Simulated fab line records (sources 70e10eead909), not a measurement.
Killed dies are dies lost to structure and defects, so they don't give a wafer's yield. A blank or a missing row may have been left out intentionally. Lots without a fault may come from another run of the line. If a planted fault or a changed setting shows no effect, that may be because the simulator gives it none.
Matching of chambers ; flow nandHarc ; 4 sister chambers for NHARC_A_BLC_CMP_25 on cmp-04
The step polishes, t overpolish 30 s, target thk 150 nm. 4 wafers are shown with their chamber, then 12 later ones without.

## WAFERS WITH THEIR CHAMBER
wafer;chamber;motorCurrentA (A)
L087.5;2;9.3
L087.6;3;13.0
L085.5;0;11.5
L085.6;1;13.6

## WAFERS WHOSE CHAMBER IS MISSING
wafer;motorCurrentA (A)
L085.1;13.2
L085.2;13.3
L085.4;9.4
L088.1;13.5
L088.3;13.6
L088.5;13.4
L094.1;13.3
L094.2;13.1
L094.3;9.8
L096.2;12.5
L096.3;13.1
L096.4;9.1

## WHICH CHAMBER EACH WENT THROUGH
wafer;from the rows above;in truth
L085.1;can't be placed: 3 or 1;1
L085.2;can't be placed: 1 or 3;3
L085.4;2;2
L088.1;can't be placed: 1 or 3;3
L088.3;1;1
L088.5;can't be placed: 1 or 3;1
L094.1;can't be placed: 1 or 3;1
L094.2;can't be placed: 3 or 1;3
L094.3;2;2
L096.2;can't be placed: 3 or 0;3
L096.3;can't be placed: 3 or 1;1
L096.4;2;2
Correct placement for 4 of the 12. Not placeable from these rows: 8 (in 8, the candidates include the true chamber). Placed wrongly: 0.
How it was worked out, from the rows above alone: a wafer's distance from a chamber is the root of the sum, over the readings, of the square of ((its reading less the chamber's mean) divided by the reading's scatter). The wafer belongs to the nearest chamber; if the next one is less than 2 further off, it can't be placed. Each chamber's mean is taken over the wafers shown for it. The scatter: with one shown wafer a chamber, the root of the mean of the squares of how far each hidden wafer lies from its nearest shown one.
